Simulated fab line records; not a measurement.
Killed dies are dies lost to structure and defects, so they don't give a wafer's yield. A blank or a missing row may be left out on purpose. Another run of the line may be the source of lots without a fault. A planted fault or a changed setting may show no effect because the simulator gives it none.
fab line records	flow nand_harc
[record] lots = 12	wafers = 36	last_day = 24
route steps=1159 shown A_CONTACT@867
lots with no fault: from the same line, run without faults
start_h: the number of hours between the record's first day and the start of the first shown wafer of the lot	wait_h: hours since the lot's step before	" the same as in the row above	L1.1+2: a single row standing in for several wafers	- either no value or no given start	* or withheld: withheld	< > ~ a bound
route shown NAME@n: a module of which the file shows steps, and the number in the route of the first	usual: mean and standard deviation over wafers with no fault	same: alike in all rows	chamber/n: place in a boat	sites: readings site by site	_std_site: their standard deviation	_edge_site: mean of outer sites minus mean of inner sites	radius_mm: for every site, how far away it sits from the centre of the wafer	mask NAME#n: copy n	behind: the most recent tool/chamber to have shaped the wafer	hold: reason for holding the lot/hours on hold/outcome of the hold	device: the n, p or np transistor that did not switch	end of line: the tests these same wafers got at the end of their route	for a step that has no rows: nothing shown but its recipe	killed: count of dies lost to structure and defects at first sort (not the wafer's yield)	map: a wafer's dies, x killed, . not, _ none there
set.NAME: the setting as run; set.NAME@STEP: as run at that earlier step	model.NAME: the simulator's own value behind a step, which no gauge read
one table for each step of the route and one row for each wafer, over a sample of lots
services: from which hour (start_h, from the record's first day; less than 0 if before it) a tool's chamber was out of use, for how many hours, and why
[[steps]]
[step NHARC_A_CONTACT_ETCH_116]
[recipe] source_w = withheld	pressure_mtorr = 20	bias_v = 3000	time_s = 94	target_depth_a = 9220	ar_flow_sccm = withheld	c4f8_flow_sccm = withheld	o2_flow_sccm = withheld	chemistry = C4F8/O2/Ar
lot.wafer	tool	chamber	start_h	wait_h	rf_hours_counter_h
L508.1	har_cap_etch-01	0	369.34	0.1	51
L508.3	"	0	"	"	-
L508.6	"	1	"	"	-
L512.1	har_cap_etch-01	1	380.53	0.1	52
L512.4	"	1	"	"	-
L512.6	"	1	"	"	-
L510.2	har_cap_etch-03	0	386.18	0.1	87
L510.4	"	1	"	"	-
L510.5	"	0	"	"	-
L514.2	har_cap_etch-02	1	387.02	0.1	10
L514.1	"	0	"	"	10
L514.6	"	0	"	"	-
L511.2	har_cap_etch-01	0	392.66	0.1	56
L511.4	"	0	"	"	-
L511.6	"	0	"	"	-
L515.2	har_cap_etch-02	1	417.91	0.1	16
L515.3	"	0	"	"	-
L515.4	"	1	"	"	-
L516.4	har_cap_etch-01	0	418.21	0.1	-
L516.3	"	1	"	"	-
L516.6	"	0	"	"	-
L523.3	har_cap_etch-02	1	465.17	0.1	-
L523.4	"	0	"	"	-
L523.6	"	0	"	"	-
L524.2	har_cap_etch-01	1	469.95	0.1	68
L524.4	"	0	"	"	-
L524.5	"	1	"	"	-
L529.2	har_cap_etch-01	0	477.62	0.1	70
L529.5	"	0	"	"	-
L529.6	"	1	"	"	-
L525.4	har_cap_etch-01	1	479.68	0.1	-
L525.3	"	0	"	"	-
L525.5	"	1	"	"	-
L531.1	har_cap_etch-03	1	508.32	0.1	109
L531.5	"	1	"	"	-
L531.6	"	0	"	"	-
[step NHARC_A_CONTACT_ETCH_121]
[recipe] source_w = withheld	pressure_mtorr = 20	bias_v = 3000	time_s = 94	target_depth_a = 9220	ar_flow_sccm = withheld	c4f8_flow_sccm = withheld	o2_flow_sccm = withheld	chemistry = C4F8/O2/Ar
lot.wafer	tool	chamber	start_h	wait_h	rf_hours_counter_h
L508.1	har_cap_etch-01	0	369.80	0.1	51
L508.3	"	0	"	"	-
L508.6	"	1	"	"	-
L512.1	har_cap_etch-01	1	380.98	0.1	53
L512.4	"	1	"	"	-
L512.6	"	1	"	"	-
L510.2	har_cap_etch-03	0	386.64	0.1	88
L510.4	"	1	"	"	-
L510.5	"	0	"	"	-
L514.2	har_cap_etch-02	1	387.48	0.1	10
L514.1	"	0	"	"	10
L514.6	"	0	"	"	-
L511.2	har_cap_etch-01	0	393.11	0.1	56
L511.4	"	0	"	"	-
L511.6	"	0	"	"	-
L515.2	har_cap_etch-02	1	418.36	0.1	16
L515.3	"	0	"	"	-
L515.4	"	1	"	"	-
L516.4	har_cap_etch-01	0	418.66	0.1	-
L516.3	"	1	"	"	-
L516.6	"	0	"	"	-
L523.3	har_cap_etch-02	1	465.63	0.1	-
L523.4	"	0	"	"	-
L523.6	"	0	"	"	-
L524.2	har_cap_etch-01	1	470.40	0.1	68
L524.4	"	0	"	"	-
L524.5	"	1	"	"	-
L529.2	har_cap_etch-01	0	478.07	0.1	70
L529.5	"	0	"	"	-
L529.6	"	1	"	"	-
L525.4	har_cap_etch-01	1	480.14	0.1	-
L525.3	"	0	"	"	-
L525.5	"	1	"	"	-
L531.1	har_cap_etch-03	1	508.77	0.1	109
L531.5	"	1	"	"	-
L531.6	"	0	"	"	-
[step NHARC_A_CONTACT_EXPOSE_66]
[recipe] na = 1.35	sigma_outer = 0.8	dose_mj = 59.02	mask_id = A_CC_2
[usual] exposure_dose_mJ_cm2 = 58.98/0.06
lot.wafer	tool	chamber	start_h	wait_h	mask	exposure_dose_mJ_cm2
L508.1	arfi_scanner-01	0	374.60	-	A_CC_2#0	59.03
L508.3	"	0	"	"	A_CC_2#0	58.97
L508.6	"	0	"	"	A_CC_2#0	58.94
L512.1	arfi_scanner-01	0	385.68	-	A_CC_2#0	58.98
L512.4	"	0	"	"	A_CC_2#0	59.00
L512.6	"	0	"	"	A_CC_2#0	59.03
L510.2	arfi_scanner-02	0	391.30	-	A_CC_2#0	59.03
L510.4	"	0	"	"	A_CC_2#0	59.11
L510.5	"	0	"	"	A_CC_2#0	59.15
L514.1	arfi_scanner-03	0	391.92	-	A_CC_2#0	59.13
L514.2	"	0	"	"	A_CC_2#0	58.99
L514.6	"	0	"	"	A_CC_2#0	59.00
L511.2	arfi_scanner-01	0	397.45	-	A_CC_2#0	58.97
L511.4	"	0	"	"	A_CC_2#0	58.95
L511.6	"	0	"	"	A_CC_2#0	58.92
L515.2	arfi_scanner-02	0	423.08	-	A_CC_2#0	58.95
L515.3	"	0	"	"	A_CC_2#0	59.11
L515.4	"	0	"	"	A_CC_2#0	59.07
L516.3	arfi_scanner-01	0	423.40	-	A_CC_2#0	44.88
L516.4	"	0	"	"	A_CC_2#0	44.90
L516.6	"	0	"	"	A_CC_2#0	44.87
L523.3	arfi_scanner-01	0	469.88	-	A_CC_2#0	47.73
L523.4	"	0	"	"	A_CC_2#0	47.70
L523.6	"	0	"	"	A_CC_2#0	47.66
L524.2	arfi_scanner-03	0	475.44	-	A_CC_2#0	58.99
L524.4	"	0	"	"	A_CC_2#0	59.07
L524.5	"	0	"	"	A_CC_2#0	58.98
L529.2	arfi_scanner-03	0	483.12	-	A_CC_2#0	58.92
L529.5	"	0	"	"	A_CC_2#0	59.08
L529.6	"	0	"	"	A_CC_2#0	59.04
L525.3	arfi_scanner-02	0	488.89	-	A_CC_2#0	59.00
L525.4	"	0	"	"	A_CC_2#0	58.98
L525.5	"	0	"	"	A_CC_2#0	58.98
L531.1	arfi_scanner-03	0	515.57	-	A_CC_2#0	58.95
L531.5	"	0	"	"	A_CC_2#0	58.99
L531.6	"	0	"	"	A_CC_2#0	58.96
[step NHARC_A_CONTACT_CD_MEAS_69]
[recipe] target_cd_nm = 200	landing_energy_ev = 500
[usual] cd_nm = 200.3/0.5
lot.wafer	tool	chamber	start_h	wait_h	cd_nm
L508.1	cd_sem-02	0	374.73	-	200.5
L508.3	"	0	"	"	200.3
L508.6	"	0	"	"	201.0
L512.1	cd_sem-01	0	385.81	-	200.4
L512.4	"	0	"	"	200.8
L512.6	"	0	"	"	201.2
L510.2	cd_sem-01	0	391.44	-	201.1
L510.4	"	0	"	"	200.7
L510.5	"	0	"	"	201.1
L514.1	cd_sem-02	0	392.07	-	200.9
L514.2	"	0	"	"	199.9
L514.6	"	0	"	"	200.4
L511.2	cd_sem-02	0	397.59	-	199.5
L511.4	"	0	"	"	200.5
L511.6	"	0	"	"	199.2
L515.2	cd_sem-03	0	423.22	-	200.4
L515.3	"	0	"	"	200.5
L515.4	"	0	"	"	200.1
L516.3	cd_sem-01	0	423.53	-	189.5
L516.4	"	0	"	"	189.2
L516.6	"	0	"	"	188.4
L523.3	cd_sem-03	0	470.01	-	190.5
L523.4	"	0	"	"	190.7
L523.6	"	0	"	"	191.0
L524.2	cd_sem-02	0	475.58	-	200.5
L524.4	"	0	"	"	200.6
L524.5	"	0	"	"	200.0
L529.2	cd_sem-03	0	483.26	-	200.0
L529.5	"	0	"	"	200.9
L529.6	"	0	"	"	200.6
L525.3	cd_sem-01	0	489.02	-	199.5
L525.4	"	0	"	"	200.4
L525.5	"	0	"	"	199.9
L531.1	cd_sem-01	0	515.71	-	200.5
L531.5	"	0	"	"	200.9
L531.6	"	0	"	"	200.1
[step NHARC_A_CONTACT_ETCH_78]
[recipe] target_depth_a = 28000	over_etch_frac = 0.3	time_s = 728	ion_energy_ev = 150	o2_flow_sccm = 400	cos_flow_sccm = 20	ar_flow_sccm = 0	rf_w = 500	bias_w = 300	chemistry = O2/COS
[usual] drypump_motor_current_A = 5.9/0.53	o2_flow_sccm = 400.1/1.2	oes_product_au = 1.002/0.009	rf_vpp_V = 314.6/1.9	showerhead_plenum_p_Torr = 3.16/0.12	throttle_valve_pct = 28.329/0.0086
lot.wafer	tool	chamber	start_h	wait_h	drypump_motor_current_A	o2_flow_sccm	oes_product_au	rf_hours_counter_h	rf_vpp_V	showerhead_plenum_p_Torr	throttle_valve_pct
L508.3	rie_diel-07	0	-	-	6.1	401.1	0.983	28	313.2	3.09	28.325
L508.1	"	2	"	"	6.7	398.4	1.016	27	316.7	3.25	28.323
L508.6	"	1	"	"	6.1	400.7	1.002	-	314.7	3.21	28.320
L512.1	rie_diel-05	2	-	-	5.5	400.1	1.004	12	315.8	3.15	28.332
L512.6	"	1	"	"	5.7	400.7	0.991	-	315.3	3.18	28.322
L512.4	"	2	"	"	5.5	398.2	1.004	-	315.2	3.15	28.338
L510.2	rie_diel-11	2	-	-	5.9	401.5	1.002	5	312.3	2.96	28.328
L510.4	"	1	"	"	5.6	401.0	1.001	6	311.3	2.92	28.329
L510.5	"	2	"	"	6.0	401.5	0.988	-	310.6	2.96	28.325
L514.2	rie_diel-07	1	-	-	6.1	399.5	0.996	32	315.3	3.21	28.333
L514.1	"	0	"	"	6.0	399.9	0.991	32	314.4	3.09	28.320
L514.6	"	1	"	"	6.1	400.2	0.991	-	313.4	3.21	28.327
L511.4	rie_diel-11	1	-	-	5.6	400.7	1.006	10	311.7	2.92	28.339
L511.2	"	2	"	"	6.0	401.7	1.001	10	313.2	2.96	28.344
L511.6	"	1	"	"	5.6	402.6	1.000	-	311.8	2.92	28.331
L515.3	rie_diel-07	3	-	-	5.0	400.0	1.009	1	316.7	3.31	28.334
L515.2	"	0	"	"	6.1	400.1	1.013	1	313.5	3.09	28.324
L515.4	"	2	"	"	6.8	399.5	1.003	2	315.0	3.24	28.337
L516.4	rie_diel-11	1	-	-	5.6	400.7	0.997	18	313.1	2.92	28.335
L516.3	"	3	"	"	5.4	399.7	0.992	17	315.1	3.23	28.358
L516.6	"	1	"	"	5.6	399.7	0.984	-	312.2	2.92	28.333
L523.4	rie_diel-07	0	-	-	6.0	401.8	1.021	10	314.0	3.08	28.341
L523.3	"	2	"	"	6.8	400.9	1.004	13	315.2	3.24	28.334
L523.6	"	0	"	"	6.0	400.2	1.014	-	312.6	3.08	28.320
L524.2	rie_diel-05	0	-	-	5.6	399.1	1.010	48	311.8	2.96	28.318
L524.4	"	1	"	"	5.7	401.3	0.999	46	314.8	3.16	28.340
L524.5	"	2	"	"	5.5	401.3	0.999	-	315.0	3.13	28.322
L529.2	rie_diel-07	3	-	-	5.0	399.1	1.003	11	315.3	3.31	28.320
L529.5	"	2	"	"	6.8	399.8	1.017	-	315.0	3.24	28.339
L529.6	"	3	"	"	5.0	400.8	1.001	-	316.7	3.31	28.330
L525.3	rie_diel-07	3	-	-	5.0	401.9	1.001	12	315.7	3.31	28.331
L525.4	"	0	"	"	6.0	398.5	1.006	15	312.6	3.08	28.319
L525.5	"	1	"	"	6.1	400.6	0.991	-	314.0	3.20	28.327
L531.1	rie_diel-07	3	-	-	5.0	400.5	1.000	17	317.3	3.30	28.339
L531.5	"	2	"	"	6.8	399.4	1.006	-	315.0	3.24	28.316
L531.6	"	3	"	"	5.0	401.1	0.999	-	315.3	3.30	28.317
[[services]]
tool	chamber	start_h	hours	kind
rie_diel-05	-	352.65	0.9	repair
rie_diel-07	0	360.33	-	clean
rie_diel-07	1	360.33	-	clean
rie_diel-07	2	360.33	-	clean
rie_diel-07	3	360.33	-	clean
rie_diel-11	-	367.18	9.0	pm
arfi_scanner-01	-	368.00	4.0	pm
har_cap_etch-02	-	368.54	2.2	repair
rie_diel-05	3	381.74	12.5	repair
rie_diel-07	0	384.89	-	clean
rie_diel-07	1	384.89	-	clean
rie_diel-07	2	384.89	-	clean
rie_diel-07	3	384.89	-	clean
rie_diel-07	-	405.62	9.0	pm
arfi_scanner-02	-	413.52	0.7	repair
arfi_scanner-03	-	416.09	6.6	repair
rie_diel-05	1	423.83	4.1	repair
rie_diel-11	1	427.98	3.9	repair
arfi_scanner-02	-	428.02	4.0	pm
rie_diel-07	3	440.93	18.8	repair
rie_diel-11	0	458.10	3.9	repair
rie_diel-11	-	479.81	0.3	repair
arfi_scanner-03	-	484.00	4.0	pm
arfi_scanner-02	-	492.98	0.2	repair
[[key]]
[first_sign] step = NHARC_A_CONTACT_EXPOSE_66	reading = exposure_dose_mJ_cm2	direction = down	sigmas = 99+	usual = 58.98	struck = 46.29
[effect] step = NHARC_A_CONTACT_CD_MEAS_69	reading = cd_nm	direction = down	sigmas = 21	usual = 200.3	struck = 189.9	through = control_loop
met_at NHARC_A_CONTACT_EXPOSE_66
struck_lots L516,L523
tester_left_out L516,L523
[loop_trim] step = NHARC_A_CONTACT_EXPOSE_66	setting = dose	lots = L523
not_acting_at NHARC_A_CONTACT_ETCH_116,NHARC_A_CONTACT_ETCH_121,NHARC_A_CONTACT_ETCH_78
onset_between 397.45 423.40
[fault] kind = process_parameter_drift	tool = arfi_scanner-01	chamber = -	onset_h = 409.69	steps = NHARC_A_CONTACT_EXPOSE_66	channel = dose_mj	offset = -14.051	shape = step	acts_in = these_recipes_only	stated = 59.02
// tester_left_out: of these lots the tester's yield and bins aren't shown, on N5 and GAA mostly nor the transistor test; their killed dies are dies lost to structure and defects alone, not to doping, threshold or leakage, so they don't give the yield
// loop_trim: a control loop set the setting to another value than it would have without faults
